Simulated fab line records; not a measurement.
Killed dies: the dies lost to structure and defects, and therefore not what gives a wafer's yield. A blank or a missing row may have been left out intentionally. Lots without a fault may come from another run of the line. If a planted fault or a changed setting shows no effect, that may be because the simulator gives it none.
What tool caused it?	flow nand-harc	22 lots, 66 wafers sampled, at 5 steps of a route of 1302

WHAT THE GAUGES READ, wafer by wafer
NHARC_P_BONDPAD_THK_MEAS_20: measures by xrf.
lot	measured	on	thk-nm (nm)
L074	day 6 16:23	film-metro-01	159.7 160.4 159.0
L075	day 7 05:55	film-metro-02	160.0 161.3 161.5
L076	day 7 17:12	film-metro-01	159.9 157.7 158.7
L077	day 8 00:36	film-metro-01	163.4 161.9 161.9
L079	day 8 19:11	film-metro-02	160.6 161.1 160.5
L080	day 9 13:01	film-metro-02	159.9 158.0 161.4
L081	day 9 18:42	film-metro-02	163.6 162.1 161.3
L082	day 10 01:21	film-metro-02	161.4 163.7 162.7
L083	day 10 11:49	film-metro-02	160.6 161.5 159.7
L084	day 11 05:07	film-metro-01	158.8 160.3 160.1
L085	day 11 10:30	film-metro-02	164.7 159.8 161.9
L086	day 11 14:38	film-metro-02	158.3 159.8 158.6
L087	day 11 21:31	film-metro-01	156.9 161.4 158.4
L089	day 12 17:31	film-metro-02	163.4 161.0 161.8
L088	day 12 18:17	film-metro-02	162.2 164.1 159.9
L090	day 13 09:25	film-metro-01	160.8 163.2 162.3
L091	day 13 17:30	film-metro-01	160.5 158.6 159.9
L092	day 14 10:18	film-metro-02	160.5 164.0 161.0
L093	day 14 11:08	film-metro-02	159.1 160.0 160.5
L094	day 15 01:46	film-metro-02	159.5 161.4 160.7
L095	day 15 14:21	film-metro-02	161.2 162.2 161.9
L097	day 16 07:48	film-metro-02	160.4 160.4 163.9

EACH LOT AND THE TOOL THAT RAN IT (in order: tool; ch and the chambers of the sampled wafers; start)
lot	NHARC_P_M0_PRE_CLEAN_31	NHARC_P_M1_ETCH_35	NHARC_P_BONDPAD_ETCH_37	NHARC_P_BONDPAD_STRIP_15
L074	pecvd-03 ch 0,1,2, day 6 03:29	rie-diel-02 ch 0,2, day 6 04:57	rie-diel-01 ch 0,2,3, day 6 14:08	rie-diel-07 ch 0,1, day 6 14:26
L075	pecvd-03 ch 0,1,2, day 6 16:32	rie-diel-05 ch 0,3, day 6 18:13	rie-diel-07 ch 1,3, day 7 03:40	rie-diel-07 ch 0,3, day 7 03:59
L076	pecvd-04 ch 1,2, day 7 04:28	rie-diel-04 ch 0,1, day 7 06:04	rie-diel-13 ch 0,1, day 7 14:49	rie-diel-01 ch 0,3, day 7 15:10
L077	pecvd-01 ch 1,2, day 7 12:06	rie-diel-05 ch 1,3, day 7 13:42	rie-diel-01 ch 0,1,3, day 7 22:20	rie-diel-07 ch 2,3, day 7 22:40
L079	pecvd-04 ch 1,2, day 8 06:29	rie-diel-02 ch 0,1,2, day 8 08:04	rie-diel-01 ch 0,2,3, day 8 16:56	rie-diel-01 ch 2,3, day 8 17:14
L080	pecvd-01 ch 0,1, day 9 00:25	rie-diel-02 ch 1,3, day 9 01:59	rie-diel-13 ch 1,2,3, day 9 10:45	rie-diel-01 ch 1,2,3, day 9 11:04
L081	pecvd-01 ch 0,1,2, day 9 06:13	rie-diel-02 ch 0,1,2, day 9 07:49	rie-diel-13 ch 0,1,2, day 9 16:26	rie-diel-13 ch 1,2,3, day 9 16:45
L082	pecvd-04 ch 0,2, day 9 12:38	rie-diel-05 ch 0,1, day 9 14:13	rie-diel-01 ch 2,3, day 9 23:05	rie-diel-07 ch 0,1,3, day 9 23:24
L083	pecvd-01 ch 0,1, day 9 23:22	rie-diel-05 ch 0,2, day 10 00:50	rie-diel-01 ch 1,2,3, day 10 09:32	rie-diel-13 ch 0,1, day 10 09:52
L084	pecvd-01 ch 1,2, day 10 16:31	rie-diel-02 ch 0,1,3, day 10 18:06	rie-diel-01 ch 2,3, day 11 02:49	rie-diel-13 ch 1,3, day 11 03:09
L085	pecvd-03 ch 0,1, day 10 21:50	rie-diel-02 ch 0,1,2, day 10 23:26	rie-diel-07 ch 0,1,2, day 11 08:16	rie-diel-13 ch 1,2, day 11 08:33
L086	pecvd-01 ch 0,2, day 11 01:45	rie-diel-05 ch 1,2, day 11 03:21	rie-diel-13 ch 0,1, day 11 12:23	rie-diel-07 ch 2,3, day 11 12:43
L087	pecvd-04 ch 0,1,2, day 11 09:13	rie-diel-05 ch 0,1,3, day 11 10:39	rie-diel-01 ch 0,3, day 11 19:16	rie-diel-07 ch 0,2,3, day 11 19:35
L089	pecvd-04 ch 0,1,2, day 12 04:58	rie-diel-05 ch 0,1,3, day 12 06:28	rie-diel-13 ch 1,2,3, day 12 15:15	rie-diel-01 ch 0,1,2, day 12 15:33
L088	pecvd-01 ch 0,1,2, day 12 05:41	rie-diel-05 ch 0,3, day 12 07:16	rie-diel-07 ch 0,3, day 12 16:02	rie-diel-13 ch 0,2,3, day 12 16:23
L090	pecvd-01 ch 0,2, day 12 20:52	rie-diel-02 ch 0,2,3, day 12 22:27	rie-diel-01 ch 0,1, day 13 07:10	rie-diel-13 ch 0,2,3, day 13 07:28
L091	pecvd-03 ch 0,1,2, day 13 04:53	rie-diel-02 ch 0,2,3, day 13 06:27	rie-diel-01 ch 2,3, day 13 15:05	rie-diel-07 ch 2,3, day 13 15:26
L092	pecvd-03 ch 1,2, day 13 21:46	rie-diel-04 ch 0,1,3, day 13 23:23	rie-diel-01 ch 0,1,3, day 14 07:59	rie-diel-07 ch 1,2,3, day 14 08:19
L093	pecvd-03 ch 0,2, day 13 22:42	rie-diel-05 ch 0,2,3, day 14 00:17	rie-diel-01 ch 1,2, day 14 08:50	rie-diel-07 ch 2,3, day 14 09:10
L094	pecvd-03 ch 1,2, day 14 13:07	rie-diel-02 ch 2,3, day 14 14:34	rie-diel-07 ch 0,1,2, day 14 23:24	rie-diel-01 ch 2,3, day 14 23:41
L095	pecvd-04 ch 1,2, day 15 01:29	rie-diel-04 ch 0,1,2, day 15 03:06	rie-diel-01 ch 0,3, day 15 12:05	rie-diel-01 ch 0,2,3, day 15 12:25
L097	pecvd-04 ch 1,2, day 15 18:28	rie-diel-05 ch 0,1,3, day 15 19:58	rie-diel-13 ch 1,3, day 16 05:32	rie-diel-13 ch 0,1,3, day 16 05:53
- NHARC_P_M0_PRE_CLEAN_31: time 12 s.
- NHARC_P_M1_ETCH_35: etches the open film in N2/H2, target depth 40 nm, overetch 12 nm, time 43.94 s.
- NHARC_P_BONDPAD_ETCH_37: etches the open film in N2/H2, target depth 60 nm, overetch 18 nm, time 65.91 s.
- NHARC_P_BONDPAD_STRIP_15: strips in O2.

AS READ BY THE TOOLS THEMSELVES (means over the sampled wafers that have a number; for cases with no such wafer, the mark the record gives instead)
NHARC_P_M0_PRE_CLEAN_31.
lot	tool	heater-power-w (W)	rf-fwd-power-W (W)
L074	pecvd-03	664	292.1
L075	pecvd-03	633	292.5
L076	pecvd-04	676	293.2
L077	pecvd-01	618	292.6
L079	pecvd-04	685	293.4
L080	pecvd-01	670	292.6
L081	pecvd-01	633	292.3
L082	pecvd-04	728	292.7
L083	pecvd-01	575	292.6
L084	pecvd-01	567	292.7
L085	pecvd-03	572	293.8
L086	pecvd-01	673	291.6
L087	pecvd-04	650	292.6
L089	pecvd-04	666	293.0
L088	pecvd-01	637	293.2
L090	pecvd-01	696	293.4
L091	pecvd-03	612	292.8
L092	pecvd-03	567	292.3
L093	pecvd-03	698	292.7
L094	pecvd-03	649	292.6
L095	pecvd-04	750	292.4
L097	pecvd-04	745	292.4

NHARC_P_M1_ETCH_35.
lot	tool	drypump-motor-current-A (A)	oes-product-au (a.u.)	rf-fwd-power-W (W)	rf-vpp-V (V)	showerhead-plenum-p-Torr (Torr)	throttle-valve-pct (%)
L074	rie-diel-02	5.6	1.007	395.2	433.8	2.17	14.170
L075	rie-diel-05	5.7	0.995	394.7	429.8	2.04	14.175
L076	rie-diel-04	6.2	1.005	396.7	430.1	2.07	14.173
L077	rie-diel-05	6.3	0.987	395.2	428.7	1.95	14.168
L079	rie-diel-02	5.4	1.000	396.1	430.8	2.06	14.166
L080	rie-diel-02	5.1	1.003	395.8	431.0	2.05	14.174
L081	rie-diel-02	5.4	0.996	395.2	431.5	2.06	14.169
L082	rie-diel-05	5.6	0.991	396.0	431.9	2.09	14.172
L083	rie-diel-05	5.6	0.996	396.3	432.7	2.13	14.178
L084	rie-diel-02	5.3	1.005	396.7	431.7	2.08	14.167
L085	rie-diel-02	5.4	1.000	396.2	431.0	2.06	14.174
L086	rie-diel-05	6.1	0.998	394.6	432.0	2.09	14.172
L087	rie-diel-05	6.0	0.992	394.0	429.9	2.02	14.173
L089	rie-diel-05	6.0	0.998	393.2	429.9	2.02	14.175
L088	rie-diel-05	6.0	1.003	393.8	428.2	1.96	14.170
L090	rie-diel-02	5.3	1.003	396.6	433.9	2.14	14.182
L091	rie-diel-02	5.4	0.996	396.7	434.0	2.14	14.171
L092	rie-diel-04	6.0	0.994	394.7	429.6	2.01	14.165
L093	rie-diel-05	5.8	0.995	394.6	431.3	2.04	14.181
L094	rie-diel-02	5.2	1.010	396.3	431.7	2.10	14.167
L095	rie-diel-04	6.4	1.005	395.8	429.7	2.00	14.170
L097	rie-diel-05	6.0	1.003	394.2	430.6	2.02	14.168

NHARC_P_BONDPAD_ETCH_37.
lot	tool	drypump-motor-current-A (A)	oes-product-au (a.u.)	rf-fwd-power-W (W)	rf-vpp-V (V)	showerhead-plenum-p-Torr (Torr)	throttle-valve-pct (%)
L074	rie-diel-01	5.4	0.999	394.8	430.1	2.02	14.168
L075	rie-diel-07	6.3	0.997	396.3	431.6	2.04	14.169
L076	rie-diel-13	5.4	0.995	394.3	428.8	1.98	14.175
L077	rie-diel-01	5.2	1.004	396.2	428.7	1.96	14.176
L079	rie-diel-01	5.4	0.993	396.0	429.7	2.02	14.167
L080	rie-diel-13	5.1	0.998	394.9	431.2	2.06	14.164
L081	rie-diel-13	5.1	0.999	394.4	429.0	2.00	14.171
L082	rie-diel-01	5.6	0.988	396.3	430.9	2.04	14.176
L083	rie-diel-01	5.4	1.000	395.5	429.2	1.98	14.167
L084	rie-diel-01	5.4	0.999	395.8	429.3	2.00	14.177
L085	rie-diel-07	6.0	0.996	395.6	431.8	2.07	14.173
L086	rie-diel-13	5.4	0.993	394.4	428.2	1.98	14.171
L087	rie-diel-01	5.2	0.997	395.8	430.3	1.99	14.161
L089	rie-diel-13	5.0	0.993	394.3	430.9	2.06	14.166
L088	rie-diel-07	6.1	1.006	397.3	428.8	1.99	14.183
L090	rie-diel-01	5.2	0.999	395.7	427.7	1.94	14.162
L091	rie-diel-01	5.6	0.987	396.0	430.7	2.04	14.170
L092	rie-diel-01	5.2	1.000	395.7	428.2	1.96	14.170
L093	rie-diel-01	5.5	0.992	395.9	429.9	2.02	14.168
L094	rie-diel-07	6.0	1.001	395.2	431.8	2.07	14.164
L095	rie-diel-01	5.2	0.996	395.8	428.8	1.99	14.165
L097	rie-diel-13	5.0	0.996	395.0	429.4	1.99	14.180

NHARC_P_BONDPAD_STRIP_15.
lot	tool	drypump-motor-current-A (A)	oes-product-au (a.u.)	rf-vpp-V (V)	showerhead-plenum-p-Torr (Torr)	throttle-valve-pct (%)
L074	rie-diel-07	6.0	0.999	57.9	3.68	17.035
L075	rie-diel-07	6.1	0.995	57.5	3.45	17.035
L076	rie-diel-01	5.2	0.999	56.7	3.46	17.036
L077	rie-diel-07	5.9	0.994	57.6	3.38	17.039
L079	rie-diel-01	5.5	1.003	56.9	3.47	17.041
L080	rie-diel-01	5.4	1.008	58.0	3.44	17.034
L081	rie-diel-13	5.0	0.999	57.8	3.55	17.044
L082	rie-diel-07	6.2	0.999	57.7	3.55	17.027
L083	rie-diel-13	5.4	0.996	57.1	3.43	17.033
L084	rie-diel-13	5.2	0.988	58.0	3.59	17.040
L085	rie-diel-13	4.8	0.994	57.6	3.51	17.037
L086	rie-diel-07	5.9	0.992	57.4	3.37	17.038
L087	rie-diel-07	5.9	1.001	57.2	3.47	17.035
L089	rie-diel-01	5.3	0.986	57.6	3.47	17.040
L088	rie-diel-13	5.4	0.995	58.8	3.60	17.031
L090	rie-diel-13	5.4	0.996	57.6	3.60	17.038
L091	rie-diel-07	5.9	1.004	57.2	3.37	17.038
L092	rie-diel-07	6.1	1.004	57.7	3.45	17.042
L093	rie-diel-07	5.9	0.993	57.9	3.37	17.040
L094	rie-diel-01	5.6	0.994	57.9	3.53	17.045
L095	rie-diel-01	5.4	0.992	57.7	3.50	17.038
L097	rie-diel-13	5.3	0.997	56.7	3.51	17.034

THE ANSWER, worked out from the rows above alone
Rule: what is usual is taken from the lots themselves. The widest of any qualifying gaps counts: lots, ordered by their means at a reading, are off when they make up no more than a third of the lots, leave a main group of 4 or more, and stand apart from it by 3 or more times the standard deviation of that group's means. A main group whose means are all the same, to the digits that the tables above print for the reading, isn't used. Also off: a lot with no number at a reading for which 4 or more lots have one. Where the step has rows for the other lots, those lots are counted as sound. First the gauges in route order, then the tools' own readings, where a lot's mean is used as printed above. The first step at which some lot is off is used, and at that step the reading that is off furthest; a lot without a number counts as furthest.
Across all readings shown, no lot is off: no conclusion can be drawn from this.

WHAT WAS PUT IN BY THE SIMULATOR
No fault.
